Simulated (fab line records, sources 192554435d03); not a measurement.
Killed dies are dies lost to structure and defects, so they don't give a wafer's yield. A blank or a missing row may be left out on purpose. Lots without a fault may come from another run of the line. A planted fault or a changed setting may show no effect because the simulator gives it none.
fab line records | flow n5_finfet
record lots=7 wafers=21
route steps=1938 shown BEOL_M0_SAQP@648 BEOL_M1@800 BEOL_M3@938 BEOL_M4@1027
start_h: hours from the record's first day to the start of the lot's first wafer shown | wait_h: hours since the lot's step before | " the same as in the row above | L1.1+2: a row that stands for several wafers | - no value, or no start given | * or withheld: withheld | < > ~ a bound
route shown NAME@n: a module of which the file shows steps, and the number in the route of the first | usual: mean/standard deviation of fault-free wafers | same: alike in all rows | chamber/n: place in a boat | sites: the reading at each site | _std_site: their standard deviation | _edge_site: outer sites' mean less inner sites' | radius_mm: how far each site lies from the wafer's centre | mask NAME#n: copy n | behind: the tool/chamber that last shaped the wafer | hold: why the lot was held/for how many hours/how that ended | device: the transistor (n, p or np) that didn't switch | end of line: the same wafers' tests at the end of the route | a step without rows: its recipe alone | killed: dies lost to structure and defects at the first sort, not the wafer's yield | map: a wafer's dies, x killed, . not, _ none there
set.NAME: the setting as run; set.NAME@STEP: as run at that earlier step | model.NAME: the simulator's own value behind a step, which no gauge read
lots whose settings were changed on purpose; a table a step, a row a wafer
## steps
# step N5_BEOL_M0_SAQP_DEVELOP_13
# recipe develop_time_s=30 developer=TMAH resist=CAR-ArF dev_temp_c=23 rinse_liquid=diw dry=air_spin
# columns lot.wafer tool chamber start_h wait_h set.develop_time_s
L074.2 litho_track-01 0 - - 27.01
L074.4+5 " 0 " " 30
L079.1+2 litho_track-03 0 - - 30
L079.5 " 0 " " 35.9
L084.4 litho_track-03 0 - - 34
L084.5+6 " 0 " " 30
L086.4+5 litho_track-04 0 - - 35.29
L086.6 " 0 " " 30
L089.3+6 litho_track-01 0 - - 25.64
L089.4 " 0 " " 30
L093.1+4+5 litho_track-04 0 - - 30
L096.1+2+6 litho_track-04 0 - - 34.52
# step N5_BEOL_M0_SAQP_ETCH_84
# recipe chemistry=N2/H2 target=SOC target_depth_a=1000 overetch_a=200 mask_material=SiARC temp_c=40 time_s=150 ion_energy_ev=200 pressure_mtorr=30 source_w=840 bias_w=150 n2_flow_sccm=200 h2_flow_sccm=200
# step N5_BEOL_M0_SAQP_STRIP_80
# recipe chemistry=N2/H2 temp_c=40 n2_flow_sccm=200 h2_flow_sccm=200 rf_frequency_hz=6e+07
# step N5_BEOL_M0_SAQP_HM_OPEN_112
# recipe chemistry=CHF3/O2 target=SiO2 stop_on=a-Si target_depth_a=120 over_etch_frac=1.25 mask_material=SOC time_s=13.5 pressure_mtorr=30 source_w=650 bias_w=170 Ar_flow_sccm=200 CHF3_flow_sccm=50 O2_flow_sccm=5 ion_energy_ev=200 ends=end_point
# columns lot.wafer tool chamber start_h wait_h set.time_s@BEOL_M0_SAQP_PECVD_04 model.a-Si_of_BEOL_M0_SAQP_PECVD_04.thk_nm
L074.2 rie_diel-01 2 106.74 0.0 60.2 59.4
L074.4 " 1 " " 60.2 61
L074.5 " 3 " " 60.2 60
L079.1 rie_diel-04 2 139.35 0.0 60.2 59
L079.2 " 1 " " 66.66 64.8
L079.5 " 3 " " 66.66 67.2
L084.4 rie_diel-03 0 170.05 0.0 60.2 62
L084.5 " 2 " " 60.2 61.2
L084.6 " 3 " " 53.25 55
L086.4+5 rie_diel-03 3,2 178.94 0.0 60.2 58.6
L086.6 " 1 " " 60.2 59.6
L089.3 rie_diel-04 2 201.23 0.0 51.25 52.2
L089.4 " 1 " " 51.25 50.8
L089.6 " 3 " " 60.2 60.6
L093.1 rie_diel-04 0 221.73 0.0 60.2 58.4
L093.4 " 2 " " 60.2 58.8
L093.5 " 1 " " 60.2 59.6
L096.1 rie_diel-01 1 244.32 0.0 60.2 60.4
L096.2 " 0 " " 60.2 59.4
L096.6 " 1 " " 60.2 60.2
# step N5_BEOL_M0_SAQP_STRIP_113
# recipe chemistry=CHF3/O2 resist=SiARC rf_frequency_hz=6e+07
# step N5_BEOL_M0_SAQP_MANDREL_ETCH_20
# recipe target_depth_a=600 chemistry=HBr/Cl2 target=a-Si stop_on=SiNx bt_time_s=10 mask_material=SOC over_etch_frac=0.5 time_s=30 pressure_mtorr=10 icp_w=800 bias_w=75 HBr_flow_sccm=150 Cl2_flow_sccm=80 ends=end_point
# columns lot.wafer tool chamber start_h wait_h set.time_s@BEOL_M0_SAQP_PECVD_04 model.etch.depth_nm
L074.2 rie_si-01 0 106.82 0.0 60.2 59.43
L074.4 " 1 " " 60.2 61.09
L074.5 " 1 " " 60.2 60.01
L079.1 rie_si-02 2 139.43 0.0 60.2 58.9
L079.2 " 0 " " 66.66 64.83
L079.5 " 2 " " 66.66 67.22
L084.4 rie_si-06 2 170.14 0.0 60.2 61.91
L084.5 " 2 " " 60.2 61.12
L084.6 " 3 " " 53.25 55.02
L086.4 rie_si-06 2 179.03 0.0 60.2 58.51
L086.5 " 1 " " 60.2 58.7
L086.6 " 2 " " 60.2 59.67
L089.3 rie_si-02 3 201.31 0.0 51.25 52.26
L089.4 " 1 " " 51.25 50.79
L089.6 " 0 " " 60.2 60.56
L093.1 rie_si-02 0 221.81 0.0 60.2 58.35
L093.4 " 2 " " 60.2 58.79
L093.5 " 0 " " 60.2 59.6
L096.1 rie_si-02 1 244.40 0.0 60.2 60.33
L096.2 " 2 " " 60.2 59.4
L096.6 " 1 " " 60.2 60.15
# step N5_BEOL_M1_TRENCH_ETCH_37
# recipe chemistry=C4F6/O2 target_depth_a=552.07 target=SiOC time_s=29 ion_energy_ev=250 pressure_mtorr=30 source_w=355 bias_w=185 Ar_flow_sccm=300 C4F6_flow_sccm=10 O2_flow_sccm=10
# usual rf_vpp_V=673/19
# columns lot.wafer tool chamber start_h wait_h set.bias_w rf_vpp_V model.BEOL_M1.feature_depth_nm
L074.2 rie_diel-03 0 - - 185 697 56.4
L074.4 " 2 " " 185 691 56
L074.5 " 3 " " 158 573 52.6
L079.1 rie_diel-03 0 - - 211.8 774 59
L079.2 " 1 " " 185 672 55.2
L079.5 " 1 " " 211.8 748 57.8
L084.4 rie_diel-04 0 - - 185 634 55
L084.5 " 1 " " 185 674 57
L084.6 " 2 " " 167.2 604 53.2
L086.4 rie_diel-03 3 - - 185 650 55.6
L086.5 " 3 " " 185 651 55.4
L086.6 " 0 " " 185 695 55.8
L089.3 rie_diel-03 0 - - 185 695 54.8
L089.4 " 1 " " 185 672 54.8
L089.6 " 3 " " 185 649 54.4
L093.1 rie_diel-01 2 - - 185 664 56.2
L093.4 " 0 " " 185 699 53.6
L093.5 " 1 " " 185 676 57
L096.1 rie_diel-03 3 - - 185 651 55.2
L096.2 " 2 " " 203.6 745 57.8
L096.6 " 0 " " 185 694 55.2
# step N5_BEOL_M3_COAT_05
# recipe resist=CAR-EUV spin_rpm=1500 resist_thk_nm=30
# columns lot.wafer tool chamber start_h wait_h set.spin_rpm model.CAR-EUV_of_BEOL_M3_COAT_05.thk_nm
L074.2+5 litho_track-05 0 - - 1599 29.2
L074.4 " 0 " " 1599 29
L079.1+2+5 litho_track-05 0 - - 1640 28.8
L084.4+5 litho_track-03 0 - - 1500 30
L084.6 " 0 " " 1500 29.8
L086.4+5 litho_track-02 0 - - 1417 31
L086.6 " 0 " " 1500 30
L089.3 litho_track-03 0 - - 1500 30
L089.4 " 0 " " 1346 31.4
L089.6 " 0 " " 1346 31.6
L093.1+4+5 litho_track-03 0 - - 1500 30.2
L096.1+2 litho_track-05 0 - - 1416 31
L096.6 " 0 " " 1500 30.2
# step N5_BEOL_M3_EXPOSE_08
# recipe mask_id=M3 na=0.33 source_shape=dipole sigma_inner=0.369 sigma_outer=0.767 polarization=unpolarized dose_mj=33
# columns lot.wafer tool chamber start_h wait_h mask set.dose_mj
L074.2+5 euv_scanner-01 0 152.68 - M3#0 33
L074.4 " 0 " " M3#0 34.24
L079.1+2 euv_scanner-02 0 178.79 - M3#0 33
L079.5 " 0 " " M3#0 31.54
L084.4+6 euv_scanner-01 0 211.09 - M3#0 33.98
L084.5 " 0 " " M3#0 33
L086.4+6 euv_scanner-02 0 230.57 - M3#0 33
L086.5 " 0 " " M3#0 34.14
L089.3+4+6 euv_scanner-01 0 243.72 - M3#0 33
L093.1+4+5 euv_scanner-02 0 262.77 - M3#0 33
L096.1+2 euv_scanner-01 0 281.97 - M3#0 31.79
L096.6 " 0 " " M3#0 33
# step N5_BEOL_M3_PEB_09
# recipe peb_temp_c=100 peb_time_s=60 resist=CAR-EUV
# step N5_BEOL_M3_DEVELOP_10
# recipe develop_time_s=30 developer=TMAH resist=CAR-EUV rinse_liquid=surfactant_rinse dry=air_spin dev_temp_c=23
# columns lot.wafer tool chamber start_h wait_h set.spin_rpm@BEOL_M3_COAT_05 model.CAR-EUV_of_BEOL_M3_COAT_05.thk_nm
L074.2+4+5 litho_track-05 0 - - 1599 28.6
L079.1+2+5 litho_track-02 0 - - 1640 28.2
L084.4+5+6 litho_track-03 0 - - 1500 29.4
L086.4 litho_track-03 0 - - 1417 30.4
L086.5 " 0 " " 1417 30.6
L086.6 " 0 " " 1500 29.6
L089.3 litho_track-02 0 - - 1500 29.4
L089.4 " 0 " " 1346 31
L089.6 " 0 " " 1346 31.2
L093.1+5 litho_track-02 0 - - 1500 29.8
L093.4 " 0 " " 1500 29.6
L096.1+2 litho_track-03 0 - - 1416 30.6
L096.6 " 0 " " 1500 29.6
# step N5_BEOL_M3_CD_MEAS_11
# recipe target_cd_nm=17.05 landing_energy_ev=500 detector=se_inlens polarity=opening
# usual cd_nm=17.14/0.26
# columns lot.wafer tool chamber start_h wait_h set.dose_mj@BEOL_M3_EXPOSE_08 cd_nm
L074.2 cd_sem-01 0 152.80 - 33 17.19
L074.4 " 0 " " 34.24 17.83
L074.5 " 0 " " 33 17.11
L079.1 cd_sem-02 0 178.92 - 33 17.41
L079.2 " 0 " " 33 16.89
L079.5 " 0 " " 31.54 16.11
L084.4 cd_sem-03 0 211.20 - 33.98 17.48
L084.5 " 0 " " 33 16.98
L084.6 " 0 " " 33.98 17.92
L086.4 cd_sem-03 0 230.68 - 33 16.98
L086.5 " 0 " " 34.14 17.92
L086.6 " 0 " " 33 17.11
L089.3 cd_sem-02 0 243.83 - 33 17.15
L089.4 " 0 " " 33 17.13
L089.6 " 0 " " 33 17.30
L093.1 cd_sem-03 0 262.90 - 33 16.94
L093.4 " 0 " " 33 16.08
L093.5 " 0 " " 33 16.63
L096.1 cd_sem-03 0 282.10 - 31.79 16.53
L096.2 " 0 " " 31.79 16.41
L096.6 " 0 " " 33 17.64
# step N5_BEOL_M3_DESCUM_16
# recipe chemistry=O2 time_s=7 source_power_w=50 bias_power_w=20 pressure_mtorr=20 rf_frequency_hz=2.712e+07 temp_c=40 resist=CAR-EUV o2_flow_sccm=225
# columns lot.wafer tool chamber start_h wait_h set.spin_rpm@BEOL_M3_COAT_05 model.CAR-EUV_of_BEOL_M3_COAT_05.thk_nm
L074.2+5 rie_diel-03 1 152.92 0.0 1599 25.2
L074.4 " 3 " " 1599 25
L079.1+2+5 rie_diel-04 2,0,3 179.04 0.0 1640 24.8
L084.4+5 rie_diel-04 0,2 211.32 0.0 1500 26
L084.6 " 1 " " 1500 25.8
L086.4+5 rie_diel-04 0,1 230.80 0.0 1417 27
L086.6 " 0 " " 1500 26.2
L089.3 rie_diel-03 2 243.95 0.0 1500 26
L089.4+6 " 0,3 " " 1346 27.6
L093.1+4 rie_diel-04 3,0 263.49 0.5 1500 26.2
L093.5 " 2 " " 1500 26.4
L096.1+2 rie_diel-03 0,2 282.22 0.0 1416 27.2
L096.6 " 2 " " 1500 26.2
# step N5_BEOL_M3_ETCH_74
# recipe chemistry=N2/H2 target=underlayer target_depth_a=65 mask_material=CAR-EUV time_s=5.2 ion_energy_ev=200 pressure_mtorr=30 source_w=840 bias_w=150 n2_flow_sccm=200 h2_flow_sccm=200 ends=cleared
# columns lot.wafer tool chamber start_h wait_h set.dose_mj@BEOL_M3_EXPOSE_08 model.BEOL_M3.cd_offset_nm
L074.2 rie_diel-03 1 152.96 0.0 33 0
L074.4 " 3 " " 34.24 0.8
L074.5 " 1 " " 33 0.2
L079.1+2 rie_diel-04 2,0 179.08 0.0 33 0.2
L079.5 " 3 " " 31.54 -1
L084.4 rie_diel-04 0 211.35 0.0 33.98 0.8
L084.5 " 2 " " 33 0.4
L084.6 " 1 " " 33.98 0.6
L086.4 rie_diel-04 0 230.83 0.0 33 0
L086.5 " 1 " " 34.14 0.8
L086.6 " 0 " " 33 0.2
L089.3 rie_diel-03 2 243.99 0.0 33 0.6
L089.4+6 " 0,3 " " 33 0
L093.1+4+5 rie_diel-04 3,0,2 263.52 0.0 33 0
L096.1 rie_diel-03 0 282.26 0.0 31.79 -0.6
L096.2 " 2 " " 31.79 -0.2
L096.6 " 2 " " 33 1
# step N5_BEOL_M3_ETCH_63
# recipe chemistry=CF4 target=SiARC target_depth_a=156 mask_material=CAR-EUV time_s=26 ion_energy_ev=80 pressure_mtorr=40 source_w=545 bias_w=36 Ar_flow_sccm=100 cf4_flow_sccm=100 ends=cleared
# columns lot.wafer tool chamber start_h wait_h set.dose_mj@BEOL_M3_EXPOSE_08 model.BEOL_M3.cd_offset_nm
L074.2 rie_diel-03 1 152.97 0.0 33 0.2
L074.4 " 3 " " 34.24 0.8
L074.5 " 1 " " 33 0.4
L079.1+2 rie_diel-04 2,0 179.09 0.0 33 0
L079.5 " 3 " " 31.54 -1
L084.4 rie_diel-04 0 211.37 0.0 33.98 0.6
L084.5 " 2 " " 33 0.2
L084.6 " 1 " " 33.98 0.8
L086.4 rie_diel-04 0 230.85 0.0 33 0.2
L086.5 " 1 " " 34.14 1
L086.6 " 0 " " 33 0.4
L089.3 rie_diel-03 2 244.00 0.0 33 0.6
L089.4+6 " 0,3 " " 33 0
L093.1+4 rie_diel-04 3,0 263.54 0.0 33 0
L093.5 " 2 " " 33 0.2
L096.1 rie_diel-03 0 282.28 0.0 31.79 -0.4
L096.2 " 2 " " 31.79 -0.2
L096.6 " 2 " " 33 1
# step N5_BEOL_M3_COAT_67
# recipe resist=SOC temp_c=250 time_s=60 spin_rpm=1500 resist_thk_nm=60
# columns lot.wafer tool chamber start_h wait_h set.spin_rpm model.SOC_of_BEOL_M3_COAT_67.thk_nm
L074.2 litho_track-05 0 153.39 0.0 1500 60
L074.4 " 0 " " 1585 58.2
L074.5 " 0 " " 1500 60.2
L079.1+2 litho_track-05 0 179.51 0.0 1500 60.2
L079.5 " 0 " " 1399 62.4
L084.4 litho_track-05 0 211.78 0.0 1500 60
L084.5+6 " 0 " " 1500 60.2
L086.4 litho_track-05 0 231.39 0.0 1500 60.2
L086.5 " 0 " " 1590 58.4
L086.6 " 0 " " 1500 60.4
L089.3 litho_track-03 0 244.43 0.0 1355 63.4
L089.4 " 0 " " 1500 60
L089.6 " 0 " " 1500 60.2
L093.1+4+5 litho_track-03 0 263.95 0.0 1500 60.2
L096.1 litho_track-02 0 282.69 0.0 1500 60
L096.2+6 " 0 " " 1566 58.8
# step N5_BEOL_M3_COAT_22
# recipe resist=CAR-EUV spin_rpm=1500 resist_thk_nm=30
# columns lot.wafer tool chamber start_h wait_h set.spin_rpm model.CAR-EUV_of_BEOL_M3_COAT_22.thk_nm
L074.2 litho_track-05 0 - - 1456 30.4
L074.4 " 0 " " 1456 30.6
L074.5 " 0 " " 1500 30.2
L079.1+5 litho_track-05 0 - - 1500 30.2
L079.2 " 0 " " 1575 29.4
L084.4+6 litho_track-05 0 - - 1500 29.8
L084.5 " 0 " " 1500 30
L086.4+5 litho_track-05 0 - - 1500 30
L086.6 " 0 " " 1500 30.2
L089.3 litho_track-03 0 - - 1551 29.4
L089.4 " 0 " " 1551 29.6
L089.6 " 0 " " 1500 30
L093.1+4+5 litho_track-03 0 - - 1500 30
L096.1+6 litho_track-02 0 - - 1500 30
L096.2 " 0 " " 1336 31.8
# step N5_BEOL_M3_EBR_24
# recipe solvent=PGMEA ebr_width_mm=1.5
# step N5_BEOL_M3_SOFTBAKE_23
# recipe temp_c=110 time_s=60 resist=CAR-EUV
# step N5_BEOL_M3_DESCUM_33
# recipe chemistry=O2 time_s=7 source_power_w=50 bias_power_w=20 pressure_mtorr=20 rf_frequency_hz=2.712e+07 temp_c=40 resist=CAR-EUV o2_flow_sccm=225
# columns lot.wafer tool chamber start_h wait_h set.spin_rpm@BEOL_M3_COAT_22 model.CAR-EUV_of_BEOL_M3_COAT_22.thk_nm
L074.2+4 rie_diel-01 3,2 153.79 0.0 1456 26.6
L074.5 " 2 " " 1500 26.2
L079.1+5 rie_diel-04 2 179.91 0.0 1500 26.2
L079.2 " 3 " " 1575 25.6
L084.4 rie_diel-03 3 213.00 0.7 1500 25.8
L084.5+6 " 1,2 " " 1500 26
L086.4+5+6 rie_diel-03 3,0,3 231.92 0.0 1500 26
L089.3+4 rie_diel-03 0,3 244.96 0.0 1551 25.6
L089.6 " 1 " " 1500 26.2
L093.1+4+5 rie_diel-03 0,1,0 264.52 0.1 1500 26
L096.1+6 rie_diel-01 1,3 283.23 0.1 1500 26.2
L096.2 " 3 " " 1336 27.8
# step N5_BEOL_M3_ETCH_77
# recipe chemistry=N2/H2 target=underlayer target_depth_a=65 mask_material=CAR-EUV time_s=5.2 ion_energy_ev=200 pressure_mtorr=30 source_w=840 bias_w=150 n2_flow_sccm=200 h2_flow_sccm=200 ends=cleared
# step N5_BEOL_M3_ETCH_69
# recipe chemistry=CF4 target=SiARC target_depth_a=156 mask_material=CAR-EUV time_s=26 ion_energy_ev=80 pressure_mtorr=40 source_w=545 bias_w=36 Ar_flow_sccm=100 cf4_flow_sccm=100 ends=cleared
# step N5_BEOL_M3_ALD_98
# recipe material=SiO2 target_thk_a=25 temp_c=100 ald_precursor_family=BDEAS ald_co_reactant=O2-plasma pulse_time_s=1 co_reactant_pulse_time_s=1 purge_time_s=2 co_reactant_purge_time_s=2 ald_cycles=17 pressure_torr=2
# step N5_BEOL_M3_ETCHBACK_99
# recipe chemistry=CHF3 target=SiO2 target_depth_a=50 time_s=10.4 source_w=215 bias_w=47 Ar_flow_sccm=200 CHF3_flow_sccm=12 ion_energy_ev=100 pressure_mtorr=30
# step N5_BEOL_M3_ETCH_70
# recipe chemistry=N2/H2 target=SOC target_depth_a=800 overetch_a=160 mask_material=SiARC temp_c=40 time_s=120 ion_energy_ev=200 pressure_mtorr=30 source_w=840 bias_w=150 n2_flow_sccm=200 h2_flow_sccm=200
# columns lot.wafer tool chamber start_h wait_h set.spin_rpm@BEOL_M3_COAT_67 model.etch.depth_nm
L074.2 rie_diel-04 1 164.69 0.0 1500 60.09
L074.4 " 1 " " 1585 58.28
L074.5 " 0 " " 1500 60.23
L079.1 rie_diel-03 3 182.61 0.0 1500 60.26
L079.2 " 1 " " 1500 60.2
L079.5 " 3 " " 1399 62.39
L084.4 rie_diel-01 2 213.93 0.0 1500 59.95
L084.5 " 1 " " 1500 60.26
L084.6 " 0 " " 1500 60.11
L086.4 rie_diel-04 3 233.12 0.0 1500 60.26
L086.5 " 2 " " 1590 58.44
L086.6 " 1 " " 1500 60.31
L089.3 rie_diel-04 3 254.93 0.0 1355 63.34
L089.4 " 2 " " 1500 60.03
L089.6 " 1 " " 1500 60.15
L093.1 rie_diel-01 3 267.00 0.0 1500 60.13
L093.4+5 " 0,1 " " 1500 60.21
L096.1 rie_diel-03 1 296.86 0.0 1500 60.02
L096.2 " 2 " " 1566 58.77
L096.6 " 0 " " 1566 58.72
# step N5_BEOL_M4_COAT_73
# recipe resist=underlayer temp_c=205 time_s=60 spin_rpm=1500 resist_thk_nm=5
# columns lot.wafer tool chamber start_h wait_h set.spin_rpm
L074.2 litho_track-04 0 - - 1500
L074.4+5 " 0 " " 1663
L079.1+5 litho_track-04 0 - - 1500
L079.2 " 0 " " 1607
L084.4 litho_track-03 0 - - 1543
L084.5+6 " 0 " " 1500
L086.4 litho_track-01 0 - - 1625
L086.5+6 " 0 " " 1500
L089.3+4+6 litho_track-01 0 - - 1500
L093.1+4+5 litho_track-03 0 - - 1500
L096.1 litho_track-04 0 - - 1344
L096.2+6 " 0 " " 1500
# step N5_BEOL_M4_COAT_05
# recipe resist=CAR-EUV spin_rpm=1500 resist_thk_nm=30
# step N5_BEOL_M4_EBR_07
# recipe solvent=PGMEA ebr_width_mm=1.5
# step N5_BEOL_M4_DESCUM_16
# recipe chemistry=O2 time_s=7 source_power_w=50 bias_power_w=20 pressure_mtorr=20 rf_frequency_hz=2.712e+07 temp_c=40 resist=CAR-EUV o2_flow_sccm=225
# step N5_BEOL_M4_ETCH_74
# recipe chemistry=N2/H2 target=underlayer target_depth_a=65 mask_material=CAR-EUV time_s=5.2 ion_energy_ev=200 pressure_mtorr=30 source_w=840 bias_w=150 n2_flow_sccm=200 h2_flow_sccm=200 ends=cleared
# columns lot.wafer tool chamber start_h wait_h set.spin_rpm@BEOL_M4_COAT_73 model.etch.depth_nm
L074.2 rie_diel-02 0 170.59 0.0 1500 5.003
L074.4 " 2 " " 1663 4.75
L074.5 " 0 " " 1663 4.762
L079.1+5 rie_diel-06 0,2 188.22 0.0 1500 5.013
L079.2 " 1 " " 1607 4.831
L084.4 rie_diel-02 0 221.78 0.0 1543 4.938
L084.5 " 3 " " 1500 4.998
L084.6 " 0 " " 1500 5.01
L086.4 rie_diel-06 1 238.69 0.0 1625 4.806
L086.5 " 0 " " 1500 4.997
L086.6 " 1 " " 1500 5.01
L089.3 rie_diel-05 1 262.46 0.0 1500 4.999
L089.4 " 2 " " 1500 4.99
L089.6 " 3 " " 1500 5.001
L093.1 rie_diel-06 2 273.58 0.0 1500 5.003
L093.4 " 1 " " 1500 4.991
L093.5 " 0 " " 1500 5.008
L096.1 rie_diel-05 0 303.38 0.0 1344 5.289
L096.2 " 2 " " 1500 5.002
L096.6 " 0 " " 1500 5.01
## key
split step=N5_BEOL_M0_SAQP_DEVELOP_13 setting=develop_time_s stated=30 by=wafer
response none clear
split step=N5_BEOL_M1_TRENCH_ETCH_37 setting=bias_w stated=185 by=wafer
response step=N5_BEOL_M1_TRENCH_ETCH_37 reading=rf_vpp_V change=+6.91 per=1% r=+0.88
response step=N5_BEOL_M1_TRENCH_ETCH_37 reading=model.BEOL_M1.feature_depth_nm change=+0.247 per=1% r=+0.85
split step=N5_BEOL_M3_COAT_05 setting=spin_rpm stated=1500 by=wafer
response step=N5_BEOL_M3_COAT_05 reading=model.CAR-EUV_of_BEOL_M3_COAT_05.thk_nm change=-0.152 per=1% r=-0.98
response step=N5_BEOL_M3_DEVELOP_10 reading=model.CAR-EUV_of_BEOL_M3_COAT_05.thk_nm change=-0.167 per=1% r=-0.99
response step=N5_BEOL_M3_DESCUM_16 reading=model.CAR-EUV_of_BEOL_M3_COAT_05.thk_nm change=-0.158 per=1% r=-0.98
split step=N5_BEOL_M3_EXPOSE_08 setting=dose_mj stated=33 by=wafer
response step=N5_BEOL_M3_CD_MEAS_11 reading=cd_nm change=+0.244 per=1% r=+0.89
response step=N5_BEOL_M3_ETCH_74 reading=model.BEOL_M3.cd_offset_nm change=+0.241 per=1% r=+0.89
response step=N5_BEOL_M3_ETCH_63 reading=model.BEOL_M3.cd_offset_nm change=+0.221 per=1% r=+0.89
split step=N5_BEOL_M3_COAT_67 setting=spin_rpm stated=1500 by=wafer
response step=N5_BEOL_M3_COAT_67 reading=model.SOC_of_BEOL_M3_COAT_67.thk_nm change=-0.328 per=1% r=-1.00
response step=N5_BEOL_M3_ETCH_70 reading=model.etch.depth_nm change=-0.324 per=1% r=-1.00
split step=N5_BEOL_M3_COAT_22 setting=spin_rpm stated=1500 by=wafer
response step=N5_BEOL_M3_COAT_22 reading=model.CAR-EUV_of_BEOL_M3_COAT_22.thk_nm change=-0.159 per=1% r=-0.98
response step=N5_BEOL_M3_DESCUM_33 reading=model.CAR-EUV_of_BEOL_M3_COAT_22.thk_nm change=-0.144 per=1% r=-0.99
split step=N5_BEOL_M4_COAT_73 setting=spin_rpm stated=1500 by=wafer
response step=N5_BEOL_M4_ETCH_74 reading=model.etch.depth_nm change=-0.0247 per=1% r=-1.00
split outside_this_file step=N5_BEOL_M0_SAQP_PECVD_04 setting=time_s
# split outside_this_file: this setting was split too, and the file shows its column; the key of that split is in another file
